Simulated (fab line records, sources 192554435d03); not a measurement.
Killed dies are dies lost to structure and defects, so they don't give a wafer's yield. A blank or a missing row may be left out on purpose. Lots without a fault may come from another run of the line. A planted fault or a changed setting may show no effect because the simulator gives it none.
Chamber matching | flow n5_finfet | N5_BEOL_M0_SAQP_PECVD_96 on pecvd-03: 3 sister chambers
The step deposits a-Si from SiH4/He, target thk 45 nm, time 45.2 s. 20 wafers are shown with their chamber, then 10 later ones without.

WAFERS WITH THEIR CHAMBER
wafer  | chamber | showerhead_vpp_V (V) | throttle_valve_pct (%) | showerhead_plenum_p_Torr (Torr)
L503.1 | 1       | 643                  | 18.1                   | 5.75
L503.2 | 2       | 678                  | 16.0                   | 5.67
L503.3 | 0       | 610                  | 17.3                   | 5.71
L506.4 | 1       | 640                  | 18.0                   | 5.74
L506.5 | 2       | 679                  | 15.8                   | 5.66
L506.6 | 0       | 614                  | 17.3                   | 5.70
L508.1 | 1       | 637                  | 17.8                   | 5.73
L508.4 | 0       | 626                  | 17.5                   | 5.70
L508.5 | 1       | 642                  | 18.1                   | 5.75
L509.3 | 0       | 623                  | 17.2                   | 5.69
L509.5 | 2       | 679                  | 16.1                   | 5.68
L509.6 | 0       | 622                  | 17.2                   | 5.69
L512.1 | 0       | 617                  | 17.5                   | 5.71
L512.3 | 2       | 673                  | 16.3                   | 5.68
L512.6 | 1       | 649                  | 18.3                   | 5.74
L518.1 | 2       | 678                  | 16.2                   | 5.68
L518.2 | 1       | 632                  | 18.1                   | 5.75
L518.6 | 1       | 638                  | 17.9                   | 5.76
L519.1 | 1       | 640                  | 18.0                   | 5.75
L519.4 | 0       | 623                  | 17.3                   | 5.71

SIGNATURES (means of the wafers above)
reading                  | chamber 0 | chamber 1 | chamber 2 | scatter within a chamber
showerhead_vpp_V         | 619.29    | 640.12    | 677.40    | 4.82
throttle_valve_pct       | 17.329    | 18.038    | 16.080    | 0.154
showerhead_plenum_p_Torr | 5.7014    | 5.7462    | 5.6740    | 0.00905
Rule: a wafer's distance from a chamber is the root of the sum, over the readings, of the square of ((its reading less the chamber's mean) divided by the reading's scatter). The wafer belongs to the nearest chamber; if the next one is less than 2 further off, it can't be placed. The scatter: the root of (the sum of the squares of (reading less its chamber's mean) over the shown wafers, divided by (wafers less chambers)).

WAFERS WITHOUT THEIR CHAMBER
wafer  | showerhead_vpp_V (V) | throttle_valve_pct (%) | showerhead_plenum_p_Torr (Torr)
L519.6 | 683                  | 16.1                   | 5.69
L517.2 | 624                  | 18.2                   | 5.74
L517.3 | 692                  | 15.9                   | 5.68
L517.6 | 675                  | 16.3                   | 5.68
L520.3 | 638                  | 18.1                   | 5.74
L520.4 | 677                  | 16.1                   | 5.67
L520.6 | 616                  | 17.2                   | 5.68
L524.1 | 642                  | 18.0                   | 5.75
L524.2 | 674                  | 16.4                   | 5.68
L524.3 | 630                  | 17.2                   | 5.71

WHICH CHAMBER EACH WENT THROUGH
wafer  | from the rows above | in truth
L519.6 | 2                   | 2
L517.2 | 1                   | 1
L517.3 | 2                   | 2
L517.6 | 2                   | 2
L520.3 | 1                   | 1
L520.4 | 2                   | 2
L520.6 | 0                   | 0
L524.1 | 1                   | 1
L524.2 | 2                   | 2
L524.3 | 0                   | 0
Placed correctly: 10 of 10. Can't be placed from these rows: 0. Placed wrongly: 0.
